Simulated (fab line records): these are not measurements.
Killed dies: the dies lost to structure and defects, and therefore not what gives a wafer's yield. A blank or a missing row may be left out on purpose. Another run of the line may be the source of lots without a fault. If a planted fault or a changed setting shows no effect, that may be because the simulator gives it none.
A struck lot beside a sound one | flow n5_finfet | 28 steps out of a route of 1938
Sound: these wafers, L889.1, L889.3, L889.4. Wafers L897.1, L897.2, L897.3 were the ones struck. At the end, the cause is stated.
Each step with rows lists, per side, the tool, then ch with its chambers, then its first start. Under that, the readings that differ: sound wafers | struck wafers | difference of the means | sigmas: that difference in standard deviations of wafers without a fault.
alike: same words and numbers on both sides, and readings whose means sit less than 2 such deviations apart. not compared: any withheld reading, any reading some wafer has no value for, any bound like >300 that may hide the same value, and any number with overlapping values for which the record gives no deviation.
A row with sigmas, a row that says differs or no value, or rows on one side alone: a step with any of these is where the two part. Numbers that don't overlap but have no deviation are shown without sigmas and don't part them. A reading missing from all wafers of one side parts the sides only when that side holds two or more wafers.

first, 9 steps without rows for these wafers: N5_SD_EPI_P_EBR_05; N5_SD_EPI_P_SOFTBAKE_04 (time 60 s); N5_SD_EPI_P_EXPOSE_06 (exposes mask SD P BLK, target cd 240 nm); N5_SD_EPI_P_PEB_07 (peb time 60 s); N5_SD_EPI_P_DEVELOP_08 (develop time 30 s); N5_SD_EPI_P_DESCUM_14 (chemistry O2, time 7.9 s); N5_SD_EPI_P_ETCH_36 (etches SiARC in CF4, target depth 45.5 nm, time 75.8 s); N5_SD_EPI_P_ETCH_37 (etches SOC in N2/H2, overetch 108 nm, time 486 s); N5_SD_EPI_P_STRIP_38 (strips in N2/H2).
N5_SD_EPI_P_ETCHBACK_46: etches SiNx in CH3F/O2, stops on SiO2, target depth 17.5 nm.
  sound on rie_diel-04 ch 0,2,3, day 5 04:04; struck on rie_diel-04 ch 0,1,2, day 7 00:53
  no value came back on the struck wafers for any of 11 readings (CH3F_flow_sccm (sccm), O2_flow_sccm (sccm) and others); on the sound wafers CH3F_flow_sccm (sccm) reads 29.90 29.97 30.05
  reading                                     | sound          | struck         | difference | sigmas
  model.SiARC_of_SD_EPI_P_COAT_35.thk_nm (nm) | 15.2 16.4 15.6 | 20.6 20.2 19.2 | +4.3       |
then, 1 step without rows for these wafers: N5_SD_EPI_P_ETCH_47 (etches SiOCN in CH3F/O2, target depth 25 nm).
N5_SD_EPI_P_ETCH_16: etches SiO2 in CHF3/O2, target depth 5 nm.
  sound on rie_diel-04 ch 0,2,3, day 5 04:16; struck on rie_diel-04 ch 0,1,2, day 7 01:05
  reading                                     | sound        | struck         | difference | sigmas
  model.SiARC_of_SD_EPI_P_COAT_35.thk_nm (nm) | 11.8 12.8 12 | 17.2 16.6 15.6 | +4.3       |
  alike: drypump_motor_current_A, oes_ar_750_au, oes_f_703_au, oes_o_777_au, oes_product_au, rf_vpp_V, showerhead_plenum_p_Torr, throttle_valve_pct
  not compared: rf_hours_counter_h
then, 8 steps without rows for these wafers: N5_SD_EPI_P_STRIP_50 (strips in CHF3/O2); N5_SD_EPI_P_SD_RECESS_17 (chemistry HBr/Cl2/O2, target depth 39.1 nm, bt time 3 s); N5_SD_EPI_P_WET_ETCH_45 (etches SiO2 in dHF, time 10.7 s, target depth 2 nm, rinse time 30 s); N5_SD_EPI_P_STRIP_40 (strips in N2/H2); N5_SD_EPI_P_PRECLEAN_52 (cleans in O3/DIW, time 60 s); N5_SD_EPI_P_SRD_20 (time 30 s); N5_SD_EPI_P_PRECLEAN_51 (cleans in NF3:NH3, afs cycles 1, time 20 s, sublimation time 60 s); N5_SD_EPI_P_VAPOR_ETCH_44 (etches SiGe30 in NF3/Ar, time 3.3 s).
N5_SD_EPI_P_EPI_21: deposits SiGe:B, time 355 s.
  sound on epi_rpcvd-03 ch 0, day 5 04:59; struck on epi_rpcvd-03 ch 0, day 7 01:50
  reading                                     | sound          | struck      | difference | sigmas
  model.SiGe-B_of_SD_EPI_P_EPI_21.thk_nm (nm) | 59.6 59.8 59.4 | 1.6 1.2 0.6 | -58.5      |
  alike: susceptor_temp_C
N5_SD_EPI_P_EPI_MEAS_23:
  sound: film_metro-01 at day 5 07:11; struck: film_metro-01 at day 7 04:01
  reading     | sound          | struck      | difference | sigmas
  thk_nm (nm) | 59.6 60.0 59.8 | 3.8 1.0 2.3 | -57.4      | -44
then, 2 steps without rows for these wafers: N5_SD_EPI_P_HM_STRIP_48 (strips SiNx in H3PO4, material SiNx, target depth 3 nm); N5_SD_EPI_P_SRD_49 (time 30 s).
N5_SD_EPI_P_PRECLEAN_24: cleans in O3/DIW, time 45 s.
  sound on wet_bench-03 ch 0,1,2, day 5 07:17; struck on wet_bench-04 ch 0,3,7, day 7 04:12
  reading                                     | sound        | struck      | difference | sigmas
  model.SiGe-B_of_SD_EPI_P_EPI_21.thk_nm (nm) | 59.2 59.4 59 | 1.6 1.2 0.6 | -58.1      |
then, 1 step without rows for these wafers: N5_SD_EPI_P_PRECLEAN_32 (cleans in dHF, time 10 s).
N5_BEOL_M4_RC_MEAS_101:
  the record has rows for the sound wafers here (prober-01 ch 0, day 9 21:52) and none for the struck ones
-- the record jumps here: 9 days lie between the struck wafers' starts before and after (it left off in module BEOL_M4 and takes up again in module PASSIVATION, whose first step shown is number 1936 of the route) --
N5_PASSIVATION_PROBE_49:
  sound: prober-01 at day 15 03:25; struck: prober-01 at day 16 08:20
  reading             | sound      | struck         | difference | sigmas
  killed_at_front_end | 62 43 61   | 1111 1095 1122 | +1054      | +88
  killed_dies         | 102 79 109 | 1180 1180 1180 | +1083      | +60
  killed_on_rim       | 15 5 15    | 152 152 152    | +140       | +31
  alike: killed_at_M0_to_M3, killed_at_M4_up, killed_at_contacts, killed_at_other, killed_open, killed_short

== WHERE THEY PART ==
Last at N5_PASSIVATION_PROBE_49 as far as this record goes, first at N5_SD_EPI_P_ETCHBACK_46.

WHY: what the simulator had put in
At N5_SD_EPI_P_ETCHBACK_46, the step was skipped entirely on rie_diel-04 from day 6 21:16 on. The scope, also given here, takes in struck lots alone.
